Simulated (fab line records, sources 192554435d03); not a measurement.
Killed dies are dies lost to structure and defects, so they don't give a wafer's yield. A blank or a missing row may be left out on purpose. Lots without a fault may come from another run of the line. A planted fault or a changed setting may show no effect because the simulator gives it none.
Chamber matching | flow n5_finfet | N5_BEOL_M11_STRIP_19 on rie_diel-06: 4 sister chambers
The step strips in O2. 4 wafers are shown with their chamber, then 8 later ones without.

WAFERS WITH THEIR CHAMBER
wafer  | chamber | showerhead_plenum_p_Torr (Torr)
L082.3 | 1       | 2.18
L083.4 | 3       | 2.05
L083.5 | 2       | 2.23
L087.3 | 0       | 2.22

WAFERS WITHOUT THEIR CHAMBER
wafer  | showerhead_plenum_p_Torr (Torr)
L087.5 | 2.22
L087.6 | 2.04
L088.3 | 2.22
L088.5 | 2.04
L088.6 | 2.22
L097.2 | 2.22
L097.4 | 2.22
L097.6 | 2.04

WHICH CHAMBER EACH WENT THROUGH
wafer  | from the rows above     | in truth
L087.5 | can't be placed: 0 or 2 | 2
L087.6 | 3                       | 3
L088.3 | can't be placed: 0 or 2 | 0
L088.5 | 3                       | 3
L088.6 | can't be placed: 0 or 2 | 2
L097.2 | can't be placed: 0 or 2 | 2
L097.4 | can't be placed: 0 or 2 | 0
L097.6 | 3                       | 3
Placed correctly: 3 of 8. Can't be placed from these rows: 5 (the true chamber is among the candidates in 5). Placed wrongly: 0.
How it was worked out, from the rows above alone: a wafer's distance from a chamber is the root of the sum, over the readings, of the square of ((its reading less the chamber's mean) divided by the reading's scatter). The wafer belongs to the nearest chamber; if the next one is less than 2 further off, it can't be placed. A chamber's mean is the mean of its shown wafers. The scatter: with one shown wafer a chamber, the root of the mean of the squares of how far each hidden wafer lies from its nearest shown one.
